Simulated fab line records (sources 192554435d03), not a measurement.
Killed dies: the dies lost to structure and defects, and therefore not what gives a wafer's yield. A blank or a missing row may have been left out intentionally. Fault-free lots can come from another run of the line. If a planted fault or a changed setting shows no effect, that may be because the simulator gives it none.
Split-lot study ; flow n5Finfet ; 39 wafers read from 7 lots, route of 1938 steps

THE SPLIT
At N5_ZERO_LAYER_PECVD_02 (deposits SiO2 from SiH4/N2O, target thk 10 nm, time 6 s), the setting targetThkA was moved away from the recipe's 100 angstrom on 12 of the 39 wafers read, by -12.9% to +12.0%. All remaining wafers had this setting at the recipe value.

Reading taken at the split's own step.

THE READING
SiO2_of_ZERO_LAYER_PECVD_02.thkNm (the simulator's own value, which no gauge read), in nm, at N5_ZERO_LAYER_PECVD_02 (deposits SiO2 from SiH4/N2O, target thk 10 nm, time 6 s). The file gives no usual value for it. Average 9.811 nm, standard deviation 0.18 nm, over the 27 wafers here run with the recipe.

wafer;tool, chamber at the split;targetThkA as run, angstrom;against the recipe;SiO2_of_ZERO_LAYER_PECVD_02.thkNm, nm;against lot-mates on the recipe
L074.1;pecvd-04, 0;100;recipe;9.836;-
L074.2;pecvd-04, 1;100;recipe;9.54;-
L074.3;pecvd-04, 2;100;recipe;9.715;-
L074.4;pecvd-04, 0;100;recipe;9.81;-
L074.5;pecvd-04, 2;100;recipe;10.09;-
L074.6;pecvd-04, 1;100;recipe;9.821;-
L078.1;pecvd-04, 2;100;recipe;9.538;-
L078.2;pecvd-04, 1;100;recipe;9.614;-
L078.3;pecvd-04, 0;100;recipe;9.695;-
L078.4;pecvd-04, 1;100;recipe;9.565;-
L078.5;pecvd-04, 0;100;recipe;9.886;-
L078.6;pecvd-04, 2;100;recipe;9.778;-
L085.2;pecvd-04, 0;100;recipe;9.657;-
L085.4;pecvd-04, 0;100;recipe;9.65;-
L085.5;pecvd-04, 1;100;recipe;9.848;-
L086.1;pecvd-04, 1;112;+12.0%;10.94;+1.077
L086.2;pecvd-04, 2;112;+12.0%;11;+1.137
L086.3;pecvd-04, 0;100;recipe;9.847;-
L086.4;pecvd-04, 1;112;+12.0%;11.12;+1.257
L086.5;pecvd-04, 2;100;recipe;9.956;-
L086.6;pecvd-04, 0;100;recipe;9.785;-
L090.1;pecvd-01, 0;107.2;+7.2%;10.61;+0.476
L090.2;pecvd-01, 1;107.2;+7.2%;10.66;+0.526
L090.3;pecvd-01, 2;100;recipe;10.35;-
L090.4;pecvd-01, 1;100;recipe;9.913;-
L090.5;pecvd-01, 0;100;recipe;10.14;-
L090.6;pecvd-01, 2;107.2;+7.2%;11.27;+1.136
L095.1;pecvd-01, 1;100;recipe;9.717;-
L095.2;pecvd-01, 0;100;recipe;9.991;-
L095.3;pecvd-01, 2;87.1;-12.9%;8.981;-0.891
L095.4;pecvd-01, 0;100;recipe;9.907;-
L095.5;pecvd-01, 1;87.1;-12.9%;8.425;-1.447
L095.6;pecvd-01, 2;87.1;-12.9%;9.254;-0.618
L097.1;pecvd-04, 0;91.78;-8.2%;8.886;-0.862
L097.2;pecvd-04, 1;100;recipe;9.731;-
L097.3;pecvd-04, 0;100;recipe;9.752;-
L097.4;pecvd-04, 1;91.78;-8.2%;9.172;-0.576
L097.5;pecvd-04, 1;91.78;-8.2%;9.114;-0.634
L097.6;pecvd-04, 0;100;recipe;9.761;-

THE FIT
A straight line over all 39 wafers: SiO2_of_ZERO_LAYER_PECVD_02.thkNm changes by +0.0935 nm for each +1% of targetThkA; r = +0.92; the points scatter about the line by 0.24 nm.
The same after taking each lot's own level away (the mean of its wafers on the recipe; 39 wafers): +0.0871 nm for each +1%; r = +0.94; scatter 0.18 nm.
On that fit, the largest move of targetThkA shifts the reading by 1.1 nm.
From 9.6793 to 10.1343 nm: that is the span of the lots' own levels, equal to 2.5 times the standard deviation above.
Consequently the slope shifts little with the lot-to-lot level, the two slopes agreeing.
Check: with one of the wafers moved furthest among these (-12.9%) left out of the fit, the line predicts -1.13 nm for it against its lot-mates. Against them it came out at -0.891 nm.

FILE'S OWN FIT
SiO2_of_ZERO_LAYER_PECVD_02.thkNm changes by +0.087 nm for each +1% of targetThkA, r = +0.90.
